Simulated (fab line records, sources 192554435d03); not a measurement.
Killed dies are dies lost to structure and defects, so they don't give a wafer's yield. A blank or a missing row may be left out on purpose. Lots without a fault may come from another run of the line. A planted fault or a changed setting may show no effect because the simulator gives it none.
Tool commonality check | flow n5_finfet | 10 lots, 29 wafers sampled

WHY IT WAS OPENED
At N5_BEOL_M9_OVL_MEAS_29 the reading V8_OVL is flagged on 2 of 10 lots. Wafers without a fault read 0.1 nm, standard deviation 0.66.
Rule: a lot is flagged when every wafer of it that has a number lies more than 4 standard deviations from that mean, or none has a number. The other lots count as sound.

lot  | measured     | on         | V8_OVL (nm), wafer by wafer | flag
L453 | day 11 10:29 | overlay-02 | -1.3 -1.5 -1.4              |
L455 | day 11 13:56 | overlay-02 | 0.8 0.3 0.4                 |
L457 | day 11 23:25 | overlay-02 | 0.8 0.9 -0.6                |
L458 | day 12 21:50 | overlay-02 | 0.8 0.3 1.8                 |
L460 | day 13 03:52 | overlay-02 | 0.7 -0.8 -0.3               |
L463 | day 13 21:43 | overlay-02 | -0.2 1.0 0.0                |
L461 | day 13 21:53 | overlay-02 | 4.3 5.0 4.6                 | FLAGGED
L466 | day 14 20:05 | overlay-02 | 3.7 4.0 4.0                 | FLAGGED
L467 | day 15 04:43 | overlay-02 | 0.4 0.3 0.9                 |
L470 | day 15 22:58 | overlay-02 | -1.0 0.2                    |
The numbers of the flagged lots are 4.3 nm on average: +4.2 nm against the usual, or +6 standard deviations.

WHICH TOOL RAN EACH LOT
The record holds 2 process steps before the reading, out of a route of 1938 steps. In each cell: the tool, then ch and the chambers that the sampled wafers went through, then the start.
lot  | flag    | N5_BEOL_M9_ETCH_62                 | N5_BEOL_M9_EXPOSE_25
L453 |         | rie_diel-01 ch 0,1,2, day 11 08:14 | euv_scanner-02 ch 0, day 11 10:00
L455 |         | rie_diel-01 ch 0,1, day 11 12:01   | euv_scanner-02 ch 0, day 11 13:46
L457 |         | rie_diel-01 ch 0,1,3, day 11 20:42 | euv_scanner-01 ch 0, day 11 23:16
L458 |         | rie_diel-04 ch 1,3, day 12 20:15   | euv_scanner-02 ch 0, day 12 21:38
L460 |         | rie_diel-01 ch 0,1,2, day 13 02:08 | euv_scanner-02 ch 0, day 13 03:43
L463 |         | rie_diel-03 ch 0,1,2, day 13 18:26 | euv_scanner-01 ch 0, day 13 21:34
L461 | FLAGGED | rie_diel-03 ch 1,2, day 13 19:27   | euv_scanner-02 ch 0, day 13 21:44
L466 | FLAGGED | rie_diel-04 ch 0,1,3, day 14 18:46 | euv_scanner-02 ch 0, day 14 19:55
L467 |         | rie_diel-04 ch 0,1,3, day 15 03:44 | euv_scanner-01 ch 0, day 15 04:34
L470 |         | rie_diel-04 ch 0,3, day 15 17:33   | euv_scanner-01 ch 0, day 15 22:49
What these steps do:
- N5_BEOL_M9_ETCH_62: etches SOC in N2/H2, target depth 110 nm, overetch 22 nm, time 165 s.
- N5_BEOL_M9_EXPOSE_25: exposes mask V8.
- N5_BEOL_M9_OVL_MEAS_29

FLAGGED OVER TOTAL, TOOL BY TOOL (the gauges that took the reading come last)
step                   | tool           | lots run | flagged | share of the flagged lots | sound lots run after its first flagged lot
N5_BEOL_M9_ETCH_62     | rie_diel-01    | 4        | 0       | none                      | -
N5_BEOL_M9_ETCH_62     | rie_diel-03    | 2        | 1       | some                      | 0
N5_BEOL_M9_ETCH_62     | rie_diel-04    | 4        | 1       | some                      | 2 (L467,L470)
N5_BEOL_M9_EXPOSE_25   | euv_scanner-01 | 4        | 0       | none                      | -
N5_BEOL_M9_EXPOSE_25   | euv_scanner-02 | 6        | 2       | all                       | 0
N5_BEOL_M9_OVL_MEAS_29 | overlay-02     | 10       | 2       | all                       | 2 (L467,L470)

WHAT THE TABLE ALLOWS
2 rows of the table ran every flagged lot: euv_scanner-02 at N5_BEOL_M9_EXPOSE_25, overlay-02 at N5_BEOL_M9_OVL_MEAS_29.
- euv_scanner-02 at N5_BEOL_M9_EXPOSE_25: 2 of its 6 lots flagged. Its last sound lot is L460 (day 13 03:43), its first flagged lot L461 (day 13 21:44): a fault that began between those two fits.
- overlay-02 at N5_BEOL_M9_OVL_MEAS_29: 2 of its 10 lots flagged. Sound lots ran on it after the first flagged one (L467, L470), which a lasting fault on the whole tool wouldn't allow.
One tool is left: euv_scanner-02 at N5_BEOL_M9_EXPOSE_25.

WHAT THE SIMULATOR HAD PUT IN
Scanner matching overlay: euv_scanner-02, from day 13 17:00 on, at N5_BEOL_M9_EXPOSE_25. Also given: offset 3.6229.
Lots struck among those shown: L461, L466. The rule above found the same.
